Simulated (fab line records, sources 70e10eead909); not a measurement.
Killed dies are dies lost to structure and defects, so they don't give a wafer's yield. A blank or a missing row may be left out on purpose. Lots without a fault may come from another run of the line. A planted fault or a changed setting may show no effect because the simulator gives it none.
Which tool did it? | flow nand_harc | 11 lots, 33 wafers sampled, at 7 steps of a route of 1302

WHAT THE GAUGES READ, wafer by wafer
NHARC_P_BONDPAD_CD_MEAS_13. Usual: cd_nm 499.8 nm, standard deviation 1.8.
lot  | measured     | on        | cd_nm (nm)        | flag
L788 | day 7 01:10  | cd_sem-02 | 499.6 500.4 499.8 |
L789 | day 7 16:17  | cd_sem-02 | 498.5 499.9 499.8 |
L790 | day 7 17:23  | cd_sem-01 | 502.2 501.5 500.3 |
L792 | day 8 23:24  | cd_sem-01 | 496.6 497.5 497.9 |
L793 | day 9 13:13  | cd_sem-03 | 499.8 503.5 501.4 |
L794 | day 9 20:21  | cd_sem-03 | 499.3 500.3 498.0 |
L795 | day 10 03:06 | cd_sem-02 | 500.1 499.1 498.8 |
L796 | day 10 13:24 | cd_sem-01 | 495.9 497.1 498.5 |
L798 | day 10 23:04 | cd_sem-01 | 500.5 496.8 497.9 |
L807 | day 15 00:07 | cd_sem-01 | 497.7 498.0 496.5 |
L808 | day 15 16:58 | cd_sem-03 | 498.9 500.2 497.8 |

NHARC_A_ZERO_WELL_CD_MEAS_10: target cd 2000 nm. Usual: cd_nm 2000.4 nm, standard deviation 1.8.
lot  | measured     | on        | cd_nm (nm)           | flag
L788 | day 7 04:41  | cd_sem-03 | 2001.4 1999.2 2003.0 |
L789 | day 7 19:50  | cd_sem-02 | 2000.2 1998.6 2001.4 |
L790 | day 7 20:48  | cd_sem-03 | 2001.7 2002.8 2002.4 |
L792 | day 9 02:57  | cd_sem-03 | 2000.9 2002.4 2002.6 |
L793 | day 9 16:48  | cd_sem-02 | 2002.1 2005.0 2002.2 |
L794 | day 9 23:46  | cd_sem-02 | 2002.9 2003.7 2000.6 |
L795 | day 10 06:40 | cd_sem-02 | 1999.7 2000.4 1999.0 |
L796 | day 10 17:01 | cd_sem-02 | 2000.5 2001.8 1997.6 |
L798 | day 11 02:31 | cd_sem-03 | 2001.8 2000.6 2000.9 |
L807 | day 15 03:43 | cd_sem-02 | 2001.4 2001.8 1998.5 |
L808 | day 15 20:28 | cd_sem-02 | 2001.4 1999.5 2002.5 |

NHARC_A_ZERO_WELL_INSPECT_17. Usual: raw_defect_count 11, standard deviation 6.6.
lot  | measured     | on                | raw_defect_count | flag
L788 | day 7 06:09  | defect_inspect-01 | 12 34 26         |
L789 | day 7 21:17  | defect_inspect-02 | 13 9 7           |
L790 | day 7 22:16  | defect_inspect-02 | 13 7 6           |
L792 | day 9 04:27  | defect_inspect-01 | 16 18 28         |
L793 | day 9 18:16  | defect_inspect-01 | 11 19 6          |
L794 | day 10 01:13 | defect_inspect-02 | 12 9 2           |
L795 | day 10 08:08 | defect_inspect-01 | 2 17 9           |
L796 | day 10 18:31 | defect_inspect-01 | 14 16 11         |
L798 | day 11 03:58 | defect_inspect-01 | 20 9 11          |
L807 | day 15 05:11 | defect_inspect-02 | 7 561 5          | OFF
L808 | day 15 21:56 | defect_inspect-02 | 13 583 27        | OFF

NHARC_A_SOURCE_PLATE_INSPECT_08. Usual: raw_defect_count 62, standard deviation 25.
lot  | measured     | on                | raw_defect_count | flag
L788 | day 8 02:31  | defect_inspect-01 | 50 70 64         |
L789 | day 8 17:07  | defect_inspect-02 | 42 53 69         |
L790 | day 8 17:07  | defect_inspect-01 | 40 33 34         |
L792 | day 10 08:14 | defect_inspect-01 | 58 64 32         |
L793 | day 10 20:17 | defect_inspect-02 | 58 41 48         |
L794 | day 10 20:17 | defect_inspect-01 | 57 87 32         |
L795 | day 11 06:44 | defect_inspect-01 | 155 82 162       |
L796 | day 11 14:23 | defect_inspect-02 | 59 69 71         |
L798 | day 11 23:03 | defect_inspect-02 | 51 32 25         |
L807 | day 16 01:03 | defect_inspect-02 | 167 617 67       | OFF
L808 | day 16 17:29 | defect_inspect-02 | 66 623 34        | OFF

NHARC_END_SORT_01. Usual: killed_at_array 58, standard deviation 17; killed_at_other 1.0, standard deviation 1.4; killed_at_periphery 3.6, standard deviation 2.4; killed_dies 62, standard deviation 17; killed_open 3.4, standard deviation 2; killed_short 2.2, standard deviation 1.6.
lot  | measured     | on        | killed_at_array | killed_at_other | killed_at_periphery | killed_dies | killed_open | killed_short | flag
L807 | day 32 11:31 | prober-02 | 67 125 57       | 2 1 0           | 10 2 0              | 79 128 57   | 4 1 3       | 4 3 2        |
L808 | day 33 07:47 | prober-01 | 38 99 43        | 3 5 4           | 3 4 1               | 44 108 48   | 3 6 2       | 1 1 0        |

WHICH TOOL RAN EACH LOT (tool, then ch and the chambers of the sampled wafers, then the start)
lot  | NHARC_P_BONDPAD_ETCH_37            | NHARC_A_ZERO_WELL_ETCH_19
L788 | rie_diel-05 ch 0,2,3, day 7 00:56  | rie_diel-02 ch 0,1,3, day 7 04:56
L789 | rie_diel-05 ch 0,2,3, day 7 16:04  | rie_diel-02 ch 0,2,3, day 7 20:05
L790 | rie_diel-10 ch 0,1,2, day 7 17:10  | rie_diel-02 ch 1,3, day 7 21:03
L792 | rie_diel-10 ch 0,1,2, day 8 23:11  | rie_diel-11 ch 1,3, day 9 03:11
L793 | rie_diel-10 ch 0,2, day 9 12:59    | rie_diel-02 ch 2,3, day 9 17:02
L794 | rie_diel-10 ch 0,1,3, day 9 20:07  | rie_diel-02 ch 0,1, day 10 00:01
L795 | rie_diel-10 ch 1,2,3, day 10 02:53 | rie_diel-04 ch 0,1,3, day 10 06:56
L796 | rie_diel-10 ch 0,2, day 10 13:11   | rie_diel-02 ch 0,1,3, day 10 17:16
L798 | rie_diel-05 ch 1,2, day 10 22:49   | rie_diel-02 ch 0,1,3, day 11 02:46
L807 | rie_diel-10 ch 0,3, day 14 23:52   | rie_diel-02 ch 1,2,3, day 15 03:58
L808 | rie_diel-01 ch 0,2, day 15 16:45   | rie_diel-02 ch 0,1,2, day 15 20:43
- NHARC_P_BONDPAD_ETCH_37: etches the open film in N2/H2, target depth 60 nm, overetch 18 nm, time 65.91 s.
- NHARC_A_ZERO_WELL_ETCH_19: etches the open film in N2/H2, target depth 80 nm, overetch 24 nm, time 87.88 s.

WHAT THE TOOLS THEMSELVES READ (means of the sampled wafers that have a number; where no wafer has one, the mark that the record gives instead)
NHARC_P_BONDPAD_ETCH_37. Usual: drypump_motor_current_A 5.8 A, standard deviation 0.35; oes_product_au 1.000 a.u., standard deviation 0.0089; rf_vpp_V 429.4 V, standard deviation 2.9; showerhead_plenum_p_Torr 2.00 Torr, standard deviation 0.096; throttle_valve_pct 14.171 %, standard deviation 0.0088.
lot  | tool        | drypump_motor_current_A (A) | oes_product_au (a.u.) | rf_vpp_V (V) | showerhead_plenum_p_Torr (Torr) | throttle_valve_pct (%) | flag
L788 | rie_diel-05 | 5.6                         | 0.992                 | 429.8        | 2.03                            | 14.172                 |
L789 | rie_diel-05 | 5.5                         | 1.006                 | 429.8        | 2.03                            | 14.170                 |
L790 | rie_diel-10 | 6.0                         | 0.996                 | 429.5        | 2.02                            | 14.175                 |
L792 | rie_diel-10 | 6.0                         | 0.996                 | 429.9        | 2.02                            | 14.180                 |
L793 | rie_diel-10 | 5.9                         | 1.005                 | 430.6        | 2.06                            | 14.178                 |
L794 | rie_diel-10 | 5.9                         | 1.002                 | 429.5        | 2.01                            | 14.167                 |
L795 | rie_diel-10 | 5.9                         | 0.996                 | 428.0        | 1.95                            | 14.176                 |
L796 | rie_diel-10 | 5.9                         | 0.999                 | 428.2        | 2.00                            | 14.171                 |
L798 | rie_diel-05 | 5.3                         | 0.990                 | 431.7        | 2.07                            | 14.175                 |
L807 | rie_diel-10 | 5.8                         | 1.013                 | 430.4        | 2.05                            | 14.164                 |
L808 | rie_diel-01 | 5.6                         | 1.007                 | 426.5        | 1.92                            | 14.160                 |

NHARC_A_ZERO_WELL_ETCH_19. Usual: drypump_motor_current_A 5.8 A, standard deviation 0.37; oes_product_au 0.997 a.u., standard deviation 0.0096; rf_vpp_V 431.1 V, standard deviation 1.9; showerhead_plenum_p_Torr 2.06 Torr, standard deviation 0.067; throttle_valve_pct 14.170 %, standard deviation 0.0087.
lot  | tool        | drypump_motor_current_A (A) | oes_product_au (a.u.) | rf_vpp_V (V) | showerhead_plenum_p_Torr (Torr) | throttle_valve_pct (%) | flag
L788 | rie_diel-02 | 5.9                         | 0.987                 | 430.7        | 2.05                            | 14.164                 |
L789 | rie_diel-02 | 5.8                         | 0.993                 | 432.0        | 2.09                            | 14.165                 |
L790 | rie_diel-02 | 5.5                         | 0.999                 | 430.3        | 2.02                            | 14.170                 |
L792 | rie_diel-11 | 6.0                         | 1.001                 | 427.3        | 1.93                            | 14.171                 |
L793 | rie_diel-02 | 5.5                         | 0.984                 | 431.2        | 2.06                            | 14.175                 |
L794 | rie_diel-02 | 6.0                         | 0.999                 | 430.4        | 2.02                            | 14.170                 |
L795 | rie_diel-04 | 5.4                         | 1.011                 | 432.6        | 2.10                            | 14.177                 |
L796 | rie_diel-02 | 5.9                         | 1.006                 | 430.3        | 2.04                            | 14.162                 |
L798 | rie_diel-02 | 5.9                         | 1.005                 | 430.2        | 2.04                            | 14.172                 |
L807 | rie_diel-02 | 5.6                         | 0.993                 | 430.1        | 2.04                            | 14.171                 |
L808 | rie_diel-02 | 6.0                         | 0.996                 | 431.3        | 2.06                            | 14.162                 |

THE ANSWER, worked out from the rows above alone
Rule: a lot is off if the mean of its wafers that have a number lies more than 3 standard deviations from the usual mean. A lot without any number at a reading at which 4 lots or more have one is off too. The other lots that the step has rows for count as sound. The gauges are gone through in route order, then the tools' own readings, and for those a lot's mean is taken as printed above. The first step at which some lot is off is used, and at that step the reading that is off furthest; a lot without a number counts as furthest.
Off: L807, L808, at NHARC_A_ZERO_WELL_INSPECT_17 (raw_defect_count).
A tool fits if, at a process step before that reading, it ran every lot that is off, and no sound lot after the first of them. The gauges at NHARC_A_ZERO_WELL_INSPECT_17 are tried like those tools. Can't be told from this: 2 tools fit, rie_diel-02 at NHARC_A_ZERO_WELL_ETCH_19, defect_inspect-02 at NHARC_A_ZERO_WELL_INSPECT_17.

WHAT THE SIMULATOR HAD PUT IN
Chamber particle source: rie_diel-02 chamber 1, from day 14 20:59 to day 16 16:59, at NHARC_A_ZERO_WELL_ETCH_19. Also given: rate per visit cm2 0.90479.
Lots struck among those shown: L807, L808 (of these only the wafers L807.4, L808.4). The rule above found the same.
